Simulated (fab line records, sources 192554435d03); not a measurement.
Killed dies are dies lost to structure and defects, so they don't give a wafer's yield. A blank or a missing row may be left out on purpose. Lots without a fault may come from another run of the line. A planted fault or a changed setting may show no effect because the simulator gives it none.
Split-lot experiment | flow n5_finfet | 7 lots, 39 wafers read, on a route of 1938 steps

THE SPLIT
At N5_BEOL_M8_DEP_56 (deposits SiCN from 3MS/NH3, target thk 10 nm, time 17.5 s), the setting target_thk_a was moved away from the recipe's 100 angstrom on 18 of the 39 wafers read, by -57.7% to +48.3%. The other wafers ran this setting at the recipe's value.

The reading is taken at the split's own step.

THE READING
SiCN_of_BEOL_M8_DEP_56.thk_nm (the simulator's own value, which no gauge read), in nm, at N5_BEOL_M8_DEP_56 (deposits SiCN from 3MS/NH3, target thk 10 nm, time 17.5 s). The file gives no usual value for it. The 21 wafers here that ran the recipe average 10.0 nm, standard deviation 0.2 nm.

wafer  | tool, chamber at the split | target_thk_a as run, angstrom | against the recipe | SiCN_of_BEOL_M8_DEP_56.thk_nm, nm | against lot-mates on the recipe
L074.1 | pecvd-04, 1,0              | 128.8                         | +28.8%             | 12.6                              | +3.0
L074.5 | pecvd-04, 1,0              | 128.8                         | +28.8%             | 12.6                              | +3.0
L074.2 | pecvd-04, 2,0,2            | 100                           | recipe             | 9.6                               | -
L074.3 | pecvd-04, 2,0,2            | 100                           | recipe             | 9.6                               | -
L074.4 | pecvd-04, 2,0,2            | 100                           | recipe             | 9.6                               | -
L074.6 | pecvd-04, 1                | 128.8                         | +28.8%             | 12.8                              | +3.2
L082.1 | pecvd-04, 2,0              | 71.7                          | -28.3%             | 7                                 | -2.9
L082.2 | pecvd-04, 2,0              | 71.7                          | -28.3%             | 7                                 | -2.9
L082.3 | pecvd-04, 1                | 100                           | recipe             | 9.8                               | -
L082.4 | pecvd-04, 1                | 71.7                          | -28.3%             | 7.2                               | -2.7
L082.5 | pecvd-04, 2,0              | 100                           | recipe             | 10                                | -
L082.6 | pecvd-04, 2,0              | 100                           | recipe             | 10                                | -
L086.1 | pecvd-02, 2                | 42.33                         | -57.7%             | 4.4                               | -5.7
L086.4 | pecvd-02, 2                | 42.33                         | -57.7%             | 4.4                               | -5.7
L086.2 | pecvd-02, 1                | 100                           | recipe             | 10                                | -
L086.3 | pecvd-02, 0                | 42.33                         | -57.7%             | 4.2                               | -5.9
L086.5 | pecvd-02, 0,1              | 100                           | recipe             | 10.2                              | -
L086.6 | pecvd-02, 0,1              | 100                           | recipe             | 10.2                              | -
L089.1 | pecvd-02, 0                | 72.77                         | -27.2%             | 7                                 | -3.1
L089.2 | pecvd-02, 1,2              | 100                           | recipe             | 10                                | -
L089.4 | pecvd-02, 1,2              | 100                           | recipe             | 10                                | -
L089.3 | pecvd-02, 2,0              | 72.77                         | -27.2%             | 7.2                               | -2.9
L089.5 | pecvd-02, 2,0              | 72.77                         | -27.2%             | 7.2                               | -2.9
L089.6 | pecvd-02, 1                | 100                           | recipe             | 10.4                              | -
L093.1 | pecvd-01, 2,0,1            | 100                           | recipe             | 10                                | -
L093.5 | pecvd-01, 2,0,1            | 100                           | recipe             | 10                                | -
L093.6 | pecvd-01, 2,0,1            | 100                           | recipe             | 10                                | -
L094.1 | pecvd-02, 0                | 148.3                         | +48.3%             | 14.4                              | +4.5
L094.2 | pecvd-02, 2                | 148.3                         | +48.3%             | 14.6                              | +4.7
L094.3 | pecvd-02, 1                | 100                           | recipe             | 10                                | -
L094.6 | pecvd-02, 1                | 100                           | recipe             | 10                                | -
L094.4 | pecvd-02, 2                | 148.3                         | +48.3%             | 14.8                              | +4.9
L094.5 | pecvd-02, 0                | 100                           | recipe             | 9.8                               | -
L095.1 | pecvd-04, 2,1              | 100                           | recipe             | 10                                | -
L095.3 | pecvd-04, 2,1              | 100                           | recipe             | 10                                | -
L095.2 | pecvd-04, 0                | 134.6                         | +34.6%             | 13.4                              | +3.3
L095.4 | pecvd-04, 1                | 100                           | recipe             | 10.2                              | -
L095.5 | pecvd-04, 2                | 134.6                         | +34.6%             | 13.6                              | +3.5
L095.6 | pecvd-04, 0                | 134.6                         | +34.6%             | 13.8                              | +3.7
Where a row lists several chambers, the file gives one row for several wafers and doesn't say which wafer went through which chamber.

THE FIT
A straight line over all 39 wafers: SiCN_of_BEOL_M8_DEP_56.thk_nm changes by +0.0988 nm for each +1% of target_thk_a; r = +1.00; the points scatter about the line by 0.2 nm.
The same after taking each lot's own level away (the mean of its wafers on the recipe; 39 wafers): +0.101 nm for each +1%; r = +1.00; scatter 0.15 nm.
On that fit, the largest move of target_thk_a shifts the reading by 5.8 nm.
The lots' own levels span 9.60 to 10.13 nm, that is 2.7 times the standard deviation above.
So the lot-to-lot level changes the slope little: the two slopes agree.
Check: with one of the wafers moved furthest among these (-57.7%) left out of the fit, the line predicts -5.87 nm for it against its lot-mates. It came out at -5.73 nm against them.

OTHER SPLITS ON THESE WAFERS
These wafers also went through other splits before the reading. Each is held against what the fit with the lots' levels taken away leaves over:
other split on the same wafers          | wafers away from the commonest value | r with SiCN_of_BEOL_M8_DEP_56.thk_nm (lot level and that fit taken away)
N5_FIN_SAQP_ETCH_65 time_s              | 12                                   | +0.12
N5_SD_EPI_N_ETCH_16 target_depth_a      | 15                                   | -0.21
N5_BEOL_M0_SAQP_ETCH_106 target_depth_a | 15                                   | +0.19
N5_BEOL_M0_ALD_136 ald_cycles           | 6                                    | -0.05
N5_BEOL_M5_HM_DEP_02 target_thk_a       | 12                                   | -0.04
N5_BEOL_M7_ILD_DEP_00 target_thk_a      | 18                                   | +0.05

THE FILE'S OWN FIT
SiCN_of_BEOL_M8_DEP_56.thk_nm changes by +0.101 nm for each +1% of target_thk_a, r = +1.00.
